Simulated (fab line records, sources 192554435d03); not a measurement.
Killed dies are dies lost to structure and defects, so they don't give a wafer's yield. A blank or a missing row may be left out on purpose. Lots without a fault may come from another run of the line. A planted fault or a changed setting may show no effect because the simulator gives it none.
Chamber matching | flow n5_finfet | N5_BEOL_M5_DEP_56 on pecvd-04: 3 sister chambers
The step deposits SiCN from 3MS/NH3, target thk 8 nm, time 14 s. 16 wafers are shown with their chamber, then 8 later ones without.

WAFERS WITH THEIR CHAMBER
wafer  | chamber | throttle_valve_pct (%) | showerhead_plenum_p_Torr (Torr) | chamber_pressure_Torr (Torr)
L078.1 | 1       | 10.3                   | 3.664                           | 2.999
L078.3 | 2       | 8.9                    | 3.676                           | 3.006
L078.5 | 1       | 10.9                   | 3.661                           | 3.008
L079.1 | 1       | 10.6                   | 3.663                           | 2.987
L079.2 | 2       | 8.8                    | 3.669                           | 3.005
L079.4 | 0       | 9.2                    | 3.663                           | 3.005
L080.2 | 1       | 10.3                   | 3.657                           | 3.008
L080.4 | 1       | 10.8                   | 3.664                           | 3.003
L080.5 | 0       | 9.0                    | 3.661                           | 3.002
L083.2 | 1       | 10.5                   | 3.661                           | 3.000
L083.4 | 1       | 10.3                   | 3.674                           | 2.995
L083.6 | 0       | 9.0                    | 3.664                           | 2.996
L086.3 | 1       | 10.5                   | 3.670                           | 2.993
L086.4 | 0       | 9.1                    | 3.659                           | 2.999
L086.6 | 1       | 10.4                   | 3.672                           | 3.000
L090.2 | 1       | 10.6                   | 3.663                           | 2.999

SIGNATURES (means of the wafers above)
reading                  | chamber 0 | chamber 1 | chamber 2 | scatter within a chamber
throttle_valve_pct       | 9.075     | 10.520    | 8.850     | 0.182
showerhead_plenum_p_Torr | 3.66175   | 3.66490   | 3.67250   | 0.00481
chamber_pressure_Torr    | 3.00050   | 2.99920   | 3.00550   | 0.00569
Rule: a wafer's distance from a chamber is the root of the sum, over the readings, of the square of ((its reading less the chamber's mean) divided by the reading's scatter). The wafer belongs to the nearest chamber; if the next one is less than 2 further off, it can't be placed. The scatter: the root of (the sum of the squares of (reading less its chamber's mean) over the shown wafers, divided by (wafers less chambers)).

WAFERS WITHOUT THEIR CHAMBER
wafer  | throttle_valve_pct (%) | showerhead_plenum_p_Torr (Torr) | chamber_pressure_Torr (Torr)
L090.5 | 10.6                   | 3.665                           | 2.992
L090.6 | 9.1                    | 3.655                           | 2.996
L095.1 | 10.2                   | 3.657                           | 3.000
L095.2 | 9.0                    | 3.663                           | 2.989
L095.3 | 8.2                    | 3.660                           | 3.001
L096.1 | 9.1                    | 3.663                           | 3.008
L096.4 | 10.6                   | 3.664                           | 2.983
L096.5 | 9.7                    | 3.652                           | 3.004

WHICH CHAMBER EACH WENT THROUGH
wafer  | from the rows above     | in truth
L090.5 | 1                       | 1
L090.6 | 0                       | 0
L095.1 | 1                       | 1
L095.2 | can't be placed: 0 or 2 | 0
L095.3 | can't be placed: 2 or 0 | 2
L096.1 | can't be placed: 0 or 2 | 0
L096.4 | 1                       | 1
L096.5 | can't be placed: 0 or 1 | 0
Placed correctly: 4 of 8. Can't be placed from these rows: 4 (the true chamber is among the candidates in 4). Placed wrongly: 0.
